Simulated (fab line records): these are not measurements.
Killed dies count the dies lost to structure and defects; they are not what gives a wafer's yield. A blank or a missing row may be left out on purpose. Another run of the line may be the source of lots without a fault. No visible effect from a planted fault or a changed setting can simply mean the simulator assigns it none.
What tool caused it?	flow nandHarc	24 lots, 72 wafers sampled, at 5 steps of a route of 1302

WHAT THE GAUGES READ, wafer by wafer
NHARC_A_SLIT_CD_MEAS_09: target cd 300 nm. Usual: cdNm at 299.9 nm, with a standard deviation of 0.43.
lot	measured	on	cdNm (nm)	flag
L075	day 20 09:24	cdSem-03	299.4 299.7 300.5	
L074	day 20 16:08	cdSem-02	299.5 299.3 300.2	
L077	day 20 15:32	cdSem-03	300.2 300.2 300.5	
L076	day 20 17:02	cdSem-03	300.1 299.8 300.8	
L078	day 21 06:09	cdSem-01	299.8 299.7 299.5	
L079	day 21 05:59	cdSem-01	299.7 299.1 300.6	
L080	day 22 03:17	cdSem-01	299.7 299.5 299.5	
L081	day 23 05:25	cdSem-02	300.0 300.1 300.2	
L082	day 23 15:15	cdSem-03	299.6 300.1 299.4	
L083	day 23 15:12	cdSem-02	300.1 299.4 299.6	
L085	day 24 05:45	cdSem-03	300.4 300.1 300.3	
L086	day 24 05:17	cdSem-01	300.6 300.1 299.9	
L084	day 24 09:05	cdSem-01	300.2 300.2 300.0	
L087	day 25 15:10	cdSem-01	299.1 299.0 300.2	
L088	day 26 15:13	cdSem-02	299.5 300.1 300.0	
L090	day 26 18:59	cdSem-03	298.9 299.2 299.9	
L089	day 26 11:26	cdSem-02	300.5 300.8 299.9	
L091	day 27 15:05	cdSem-03	299.6 300.2 300.1	
L093	day 27 11:32	cdSem-03	300.5 299.7 300.5	
L092	day 27 11:22	cdSem-01	299.6 300.0 299.8	
L094	day 27 11:42	cdSem-03	299.7 300.3 300.5	
L095	day 28 15:11	cdSem-03	300.6 300.5 299.9	
L096	day 29 17:00	cdSem-01	299.9 299.8 300.1	
L097	day 29 15:05	cdSem-03	299.7 299.2 299.2	

TOOL THAT RAN EACH LOT (tool first, then ch and the chambers of the sampled wafers, then the start)
lot	NHARC_A_STAIRCASE_ETCH_294	NHARC_A_STAIRCASE_DESCUM_443	NHARC_A_STAIRCASE_STRIP_475	NHARC_A_SGD_CUT_ETCH_16
L075	rieDiel-06 ch 1,2,3, day 19 11:23 or earlier	rieDiel-06 ch 0,1,2, day 19 11:23	rieDiel-04 ch 1,2,3, day 20 09:24 or earlier	rieDiel-05 ch 0,1,2, day 20 09:24 or earlier
L074	rieDiel-04 ch 1,2, day 19 20:06 or earlier	rieDiel-04 ch 0,1, day 19 20:06	rieDiel-02 ch 1,2, day 20 16:08 or earlier	rieDiel-12 ch 0,3, day 20 16:08 or earlier
L077	rieDiel-06 ch 0,3, day 19 19:47 or earlier	rieDiel-06 ch 1,2,3, day 19 19:47	rieDiel-04 ch 1,2, day 20 15:32 or earlier	rieDiel-09 ch 2,3, day 20 15:32 or earlier
L076	rieDiel-02 ch 0,2,3, day 19 19:56 or earlier	rieDiel-02 ch 1,2,3, day 19 19:56	rieDiel-02 ch 0,1,3, day 20 17:02 or earlier	rieDiel-12 ch 0,2,3, day 20 17:02 or earlier
L078	rieDiel-04 ch 1,2, day 20 10:45 or earlier	rieDiel-02 ch 1,2, day 20 10:45	rieDiel-04 ch 0,1, day 21 06:09 or earlier	rieDiel-09 ch 0,1,3, day 21 06:09 or earlier
L079	rieDiel-02 ch 1,3, day 20 10:35 or earlier	rieDiel-04 ch 0,2,3, day 20 10:35	rieDiel-02 ch 0,1,2, day 21 05:59 or earlier	rieDiel-05 ch 0,1,3, day 21 05:59 or earlier
L080	rieDiel-04 ch 0,3, day 21 05:40 or earlier	rieDiel-04 ch 0,3, day 21 05:40	rieDiel-04 ch 0,1,2, day 22 03:17 or earlier	rieDiel-12 ch 0,2,3, day 22 03:17 or earlier
L081	rieDiel-06 ch 1,3, day 22 04:10 or earlier	rieDiel-02 ch 0,1,3, day 22 04:10	rieDiel-04 ch 0,1, day 23 05:25 or earlier	rieDiel-12 ch 1,3, day 23 05:25 or earlier
L082	rieDiel-06 ch 0,2,3, day 22 18:50 or earlier	rieDiel-06 ch 0,2,3, day 22 18:50	rieDiel-06 ch 1,2,3, day 23 01:14	rieDiel-05 ch 0,2, day 23 15:15 or earlier
L083	rieDiel-04 ch 0,2,3, day 22 19:01 or earlier	rieDiel-04 ch 0,1,3, day 22 19:01	rieDiel-06 ch 1,2, day 23 01:37	rieDiel-09 ch 2,3, day 23 15:12 or earlier
L085	rieDiel-02 ch 0,3, day 23 09:12 or earlier	rieDiel-06 ch 0,1, day 23 09:12	rieDiel-02 ch 0,1,2, day 24 05:45 or earlier	rieDiel-12 ch 0,1, day 24 05:45 or earlier
L086	rieDiel-02 ch 2,3, day 23 12:07 or earlier	rieDiel-06 ch 0,1,2, day 23 12:07	rieDiel-04 ch 1,2,3, day 24 05:17 or earlier	rieDiel-05 ch 0,1,2, day 24 05:17 or earlier
L084	rieDiel-02 ch 1,2, day 23 09:22 or earlier	rieDiel-02 ch 1,2, day 23 09:22	rieDiel-02 ch 0,1, day 24 09:05 or earlier	rieDiel-09 ch 1,3, day 24 09:05 or earlier
L087	rieDiel-02 ch 0,1,2, day 24 18:27 or earlier	rieDiel-02 ch 0,1,3, day 24 18:27	rieDiel-06 ch 0,1, day 25 15:10 or earlier	rieDiel-12 ch 0,1,2, day 25 15:10 or earlier
L088	rieDiel-02 ch 1,2,3, day 25 12:15 or earlier	rieDiel-02 ch 0,2,3, day 25 12:15	rieDiel-02 ch 0,2,3, day 26 15:13 or earlier	rieDiel-12 ch 1,2,3, day 26 15:13 or earlier
L090	rieDiel-02 ch 0,1,2, day 25 12:23 or earlier	rieDiel-02 ch 0,2,3, day 25 12:23	rieDiel-02 ch 0,1,3, day 26 18:59 or earlier	rieDiel-05 ch 0,1,2, day 26 18:59 or earlier
L089	rieDiel-06 ch 0,2,3, day 25 12:19 or earlier	rieDiel-04 ch 1,2,3, day 25 12:19	rieDiel-04 ch 1,2,3, day 26 11:26 or earlier	rieDiel-05 ch 0,1,3, day 26 11:26 or earlier
L091	rieDiel-06 ch 1,2, day 26 14:14 or earlier	rieDiel-02 ch 0,1, day 26 14:14	rieDiel-02 ch 0,1,3, day 27 15:05 or earlier	rieDiel-05 ch 2,3, day 27 15:05 or earlier
L093	rieDiel-04 ch 0,2,3, day 26 14:26 or earlier	rieDiel-04 ch 1,3, day 26 14:26	rieDiel-06 ch 1,3, day 27 11:32 or earlier	rieDiel-09 ch 1,3, day 27 11:32 or earlier
L092	rieDiel-06 ch 1,2, day 26 14:16 or earlier	rieDiel-06 ch 0,2,3, day 26 14:16	rieDiel-02 ch 1,2,3, day 27 11:22 or earlier	rieDiel-05 ch 1,2, day 27 11:22 or earlier
L094	rieDiel-06 ch 1,2,3, day 26 14:11 or earlier	rieDiel-02 ch 0,1, day 26 14:11	rieDiel-04 ch 1,2,3, day 27 11:42 or earlier	rieDiel-05 ch 2,3, day 27 11:42 or earlier
L095	rieDiel-06 ch 0,1,2, day 27 18:27 or earlier	rieDiel-04 ch 1,2, day 27 18:27	rieDiel-02 ch 2,3, day 28 15:11 or earlier	rieDiel-05 ch 0,3, day 28 15:11 or earlier
L096	rieDiel-04 ch 0,2,3, day 28 18:37 or earlier	rieDiel-02 ch 0,3, day 28 18:37	rieDiel-06 ch 1,2, day 29 17:00 or earlier	rieDiel-05 ch 0,3, day 29 17:00 or earlier
L097	rieDiel-04 ch 0,1,2, day 28 18:53 or earlier	rieDiel-04 ch 0,1,2, day 28 18:53	rieDiel-04 ch 1,2, day 29 03:21	rieDiel-12 ch 0,1,2, day 29 15:05 or earlier
- NHARC_A_STAIRCASE_ETCH_294: etches the open film in C4F8/O2/Ar, target depth 4989 nm, time 1211.6 s.
- NHARC_A_STAIRCASE_DESCUM_443: chemistry O2, time 3 s.
- NHARC_A_STAIRCASE_STRIP_475: strips in O2, time 20 s.
- NHARC_A_SGD_CUT_ETCH_16: etches the open film in C4F8/O2/Ar, target depth 310.5 nm, time 155.2 s.

WHAT THE TOOLS THEMSELVES READ (means of the sampled wafers that have a number; where no wafer has one, the mark that the record gives instead)
NHARC_A_STAIRCASE_ETCH_294. Usual: oesProductAu 0.934 a.u., standard deviation 0.011; rfVppV 1821 V, standard deviation 12.
lot	tool	oesProductAu (a.u.)	rfVppV (V)	flag
L075	rieDiel-06	0.928	1834	
L074	rieDiel-04	0.934	1815	
L077	rieDiel-06	0.924	1841	
L076	rieDiel-02	0.954	1817	
L078	rieDiel-04	0.934	1815	
L079	rieDiel-02	0.927	1815	
L080	rieDiel-04	0.933	1811	
L081	rieDiel-06	0.934	1841	
L082	rieDiel-06	0.926	1830	
L083	rieDiel-04	0.930	1810	
L085	rieDiel-02	0.927	1811	
L086	rieDiel-02	0.934	1816	
L084	rieDiel-02	0.934	1822	
L087	rieDiel-02	0.954	1817	
L088	rieDiel-02	0.937	1818	
L090	rieDiel-02	0.936	1817	
L089	rieDiel-06	0.920	1829	
L091	rieDiel-06	0.938	1822	
L093	rieDiel-04	0.934	1823	
L092	rieDiel-06	0.935	1828	
L094	rieDiel-06	0.934	1830	
L095	rieDiel-06	0.928	1824	
L096	rieDiel-04	0.949	1822	
L097	rieDiel-04	0.943	1811	

NHARC_A_STAIRCASE_DESCUM_443. Usual: drypumpMotorCurrentA 5.92 A, standard deviation 0.25; oesProductAu 0.998 a.u., standard deviation 0.0096; rfVppV 57.5 V, standard deviation 0.84; showerheadPlenumPTorr 1.85 Torr, standard deviation 0.089; throttleValvePct 11.311 %, standard deviation 0.0087.
lot	tool	drypumpMotorCurrentA (A)	oesProductAu (a.u.)	rfVppV (V)	showerheadPlenumPTorr (Torr)	throttleValvePct (%)	flag
L075	rieDiel-06	5.81	1.001	57.1	1.91	11.313	
L074	rieDiel-04	5.85	1.007	57.7	1.82	11.311	
L077	rieDiel-06	6.00	0.985	57.7	1.96	11.309	
L076	rieDiel-02	5.99	1.003	57.6	1.84	11.315	
L078	rieDiel-02	5.91	0.999	57.6	1.85	11.316	
L079	rieDiel-04	5.96	0.999	57.9	1.79	11.312	
L080	rieDiel-04	5.81	0.991	57.0	1.78	11.306	
L081	rieDiel-02	5.94	0.994	57.9	1.80	11.311	
L082	rieDiel-06	5.74	0.998	58.2	1.93	11.318	
L083	rieDiel-04	5.89	0.998	57.7	1.79	11.312	
L085	rieDiel-06	5.74	1.009	58.0	1.95	11.300	
L086	rieDiel-06	5.79	1.007	57.6	1.90	11.319	
L084	rieDiel-02	5.89	1.004	57.1	1.85	11.311	
L087	rieDiel-02	5.95	0.993	57.5	1.79	11.313	
L088	rieDiel-02	6.03	0.998	57.5	1.82	11.305	
L090	rieDiel-02	6.03	1.000	57.4	1.82	11.307	
L089	rieDiel-04	6.06	0.995	58.4	1.90	11.316	
L091	rieDiel-02	5.88	0.988	56.6	1.79	11.309	
L093	rieDiel-04	6.09	1.010	57.6	1.98	11.312	
L092	rieDiel-06	5.72	0.994	57.6	1.92	11.325	
L094	rieDiel-02	5.89	0.995	57.7	1.79	11.304	
L095	rieDiel-04	6.07	0.996	56.7	1.80	11.320	
L096	rieDiel-02	5.97	1.001	57.4	1.78	11.304	
L097	rieDiel-04	5.93	0.999	57.8	1.79	11.304	

NHARC_A_STAIRCASE_STRIP_475. Usual: drypumpMotorCurrentA 5.96 A, standard deviation 0.22; oesProductAu 1.000 a.u., standard deviation 0.01; rfVppV 57.6 V, standard deviation 0.91; showerheadPlenumPTorr 3.41 Torr, standard deviation 0.14; throttleValvePct 17.037 %, standard deviation 0.0081.
lot	tool	drypumpMotorCurrentA (A)	oesProductAu (a.u.)	rfVppV (V)	showerheadPlenumPTorr (Torr)	throttleValvePct (%)	flag
L075	rieDiel-04	6.08	0.988	57.7	3.34	17.035	
L074	rieDiel-02	5.90	1.006	57.8	3.43	17.028	
L077	rieDiel-04	6.09	0.992	56.7	3.36	17.036	
L076	rieDiel-02	5.95	0.997	58.3	3.34	17.044	
L078	rieDiel-04	5.75	1.007	57.3	3.34	17.032	
L079	rieDiel-02	5.96	1.002	57.4	3.41	17.037	
L080	rieDiel-04	5.93	0.993	57.5	3.34	17.042	
L081	rieDiel-04	5.76	0.996	58.0	3.33	17.036	
L082	rieDiel-06	6.01	1.003	58.9	3.59	17.032	
L083	rieDiel-06	6.17	1.000	57.8	3.47	17.045	
L085	rieDiel-02	5.96	1.010	57.9	3.40	17.036	
L086	rieDiel-04	6.06	1.008	58.1	3.51	17.030	
L084	rieDiel-02	5.86	0.997	57.9	3.34	17.035	
L087	rieDiel-06	5.46	0.997	58.2	3.54	17.034	
L088	rieDiel-02	6.08	1.000	57.3	3.37	17.035	
L090	rieDiel-02	5.95	0.990	56.6	3.32	17.036	
L089	rieDiel-04	6.07	1.002	57.9	3.50	17.040	
L091	rieDiel-02	5.95	1.012	57.4	3.31	17.029	
L093	rieDiel-06	5.95	1.011	57.9	3.65	17.042	
L092	rieDiel-02	5.99	1.004	57.2	3.38	17.032	
L094	rieDiel-04	6.08	1.003	57.7	3.49	17.038	
L095	rieDiel-02	6.12	1.010	57.9	3.44	17.039	
L096	rieDiel-06	6.16	0.991	57.6	3.45	17.042	
L097	rieDiel-04	6.08	0.992	56.5	3.32	17.040	

NHARC_A_SGD_CUT_ETCH_16. Usual: oesProductAu 0.972 a.u., standard deviation 0.013; rfVppV 722 V, standard deviation 4.1.
lot	tool	oesProductAu (a.u.)	rfVppV (V)	flag
L075	rieDiel-05	0.975	723	
L074	rieDiel-12	0.983	718	
L077	rieDiel-09	0.976	720	
L076	rieDiel-12	0.966	721	
L078	rieDiel-09	0.972	721	
L079	rieDiel-05	0.972	720	
L080	rieDiel-12	0.975	720	
L081	rieDiel-12	0.975	720	
L082	rieDiel-05	0.977	723	
L083	rieDiel-09	0.960	720	
L085	rieDiel-12	0.987	724	
L086	rieDiel-05	0.976	723	
L084	rieDiel-09	0.970	724	
L087	rieDiel-12	0.953	723	
L088	rieDiel-12	0.973	724	
L090	rieDiel-05	0.979	723	
L089	rieDiel-05	0.978	720	
L091	rieDiel-05	0.979	721	
L093	rieDiel-09	0.979	719	
L092	rieDiel-05	0.975	722	
L094	rieDiel-05	0.952	723	
L095	rieDiel-05	0.969	720	
L096	rieDiel-05	0.970	720	
L097	rieDiel-12	0.977	723	

THE ANSWER, worked out from the rows above alone
Rule: take the mean of a lot's wafers that have a number; if it is more than 3 standard deviations from the usual mean, the lot is off. A lot without any number at a reading at which 4 lots or more have one is off too. All remaining lots with rows at the step are treated as sound. After the gauges, taken in route order, come the tools' own readings; for these a lot's mean is taken, as printed above. At the first step where some lot is off, the reading lying furthest off is the one used; lots without a number count as furthest.
None of the lots is off at any reading shown; this tells nothing.

WHAT THE SIMULATOR HAD PUT IN
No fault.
